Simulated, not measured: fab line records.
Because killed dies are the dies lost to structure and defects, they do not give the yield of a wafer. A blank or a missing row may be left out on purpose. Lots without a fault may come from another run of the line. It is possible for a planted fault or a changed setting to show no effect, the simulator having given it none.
Which of the tools did it? | flow nandHarc | 12 lots with 36 wafers sampled at 4 steps, on a route of 1302 steps

== WHAT THE GAUGES READ, wafer by wafer ==
NHARC_A_CONTACT_OVL_MEAS_70.
lot  | measured     | on         | overlayXNm (nm)
L075 | day 22 09:38 | overlay-02 | -0.9 -1.9 -1.5
L076 | day 23 02:16 | overlay-01 | -1.0 -1.4 -0.9
L081 | day 24 07:10 | overlay-02 | 0.3 0.2 0.4
L080 | day 24 14:35 | overlay-01 | -0.2 -0.3 -1.0
L082 | day 25 15:09 | overlay-01 | 0.4 1.3 1.1
L084 | day 26 01:11 | overlay-02 | -0.1 -0.5 -0.6
L088 | day 27 23:46 | overlay-01 | -0.2 -0.4 -0.6
L087 | day 28 05:35 | overlay-02 | 0.9 0.9 1.3
L091 | day 29 03:37 | overlay-02 | -0.7 -1.4 -0.7
L092 | day 29 21:13 | overlay-02 | -0.3 0.3 0.1
L095 | day 30 11:43 | overlay-01 | -0.8 -1.0 -0.8
L097 | day 31 23:37 | overlay-01 | 0.7 1.1 1.3

== WHAT TOOL EACH LOT RAN ON (gives the tool, then ch and the chambers of the sampled wafers, and finally the start) ==
lot  | NHARC_A_CONTACT_ETCH_113           | NHARC_A_CONTACT_ETCH_116           | NHARC_A_CONTACT_ETCH_121
L075 | harCapEtch-03 ch 0,1, day 22 00:26 | harCapEtch-03 ch 0,1, day 22 00:58 | harCapEtch-03 ch 0,1, day 22 01:49
L076 | harCapEtch-01 ch 0,1, day 22 18:31 | harCapEtch-01 ch 0,1, day 22 19:02 | harCapEtch-01 ch 0,1, day 22 19:53
L081 | harCapEtch-01 ch 0,1, day 23 23:25 | harCapEtch-01 ch 0,1, day 23 23:55 | harCapEtch-01 ch 0,1, day 24 00:47
L080 | harCapEtch-03 ch 0,1, day 24 03:44 | harCapEtch-03 ch 0,1, day 24 04:25 | harCapEtch-03 ch 0,1, day 24 05:33
L082 | harCapEtch-01 ch 0,1, day 25 06:59 | harCapEtch-01 ch 0,1, day 25 07:29 | harCapEtch-01 ch 0,1, day 25 08:20
L084 | harCapEtch-02 ch 0,1, day 25 13:53 | harCapEtch-02 ch 0,1, day 25 14:24 | harCapEtch-02 ch 0,1, day 25 15:16
L088 | harCapEtch-03 ch 0,1, day 27 14:41 | harCapEtch-03 ch 0,1, day 27 15:13 | harCapEtch-03 ch 0,1, day 27 16:04
L087 | harCapEtch-01 ch 0,1, day 27 19:07 | harCapEtch-01 ch 0,1, day 27 19:37 | harCapEtch-01 ch 0,1, day 27 20:28
L091 | harCapEtch-02 ch 0,1, day 28 19:41 | harCapEtch-02 ch 0,1, day 28 20:12 | harCapEtch-02 ch 0,1, day 28 21:03
L092 | harCapEtch-02 ch 0,1, day 29 12:24 | harCapEtch-02 ch 0,1, day 29 12:55 | harCapEtch-02 ch 0,1, day 29 13:46
L095 | harCapEtch-03 ch 0,1, day 30 03:55 | harCapEtch-03 ch 0,1, day 30 04:26 | harCapEtch-03 ch 0,1, day 30 05:17
L097 | harCapEtch-02 ch 0, day 31 15:09   | harCapEtch-02 ch 0, day 31 15:40   | harCapEtch-02 ch 0, day 31 16:31
- NHARC_A_CONTACT_ETCH_113: etches the open film in C4F8/O2/Ar, time 190 s, target depth 1850 nm.
- NHARC_A_CONTACT_ETCH_116: etches the open film in C4F8/O2/Ar, time 190 s, target depth 1850 nm.
- NHARC_A_CONTACT_ETCH_121: etches the open film in C4F8/O2/Ar, time 190 s, target depth 1850 nm.

== THE ANSWER, worked out from the rows above alone ==
Rule: what is usual is taken from the lots themselves. Put in order of their means at a reading, lots are off if they are a third of the lots or fewer, leave a main group of 4 or more, and stand apart from it by a gap of 3 or more times the standard deviation of the main group's means; of several such gaps the widest counts. Not used: any main group whose means are identical at the precision the tables above print for the reading. A lot without any number at a reading at which 4 lots or more have one is off too. Where the step has rows for the other lots, those lots are counted as sound.
Nothing can be told from this: no lot is off at any reading shown.

== WHAT THE SIMULATOR PUT IN ==
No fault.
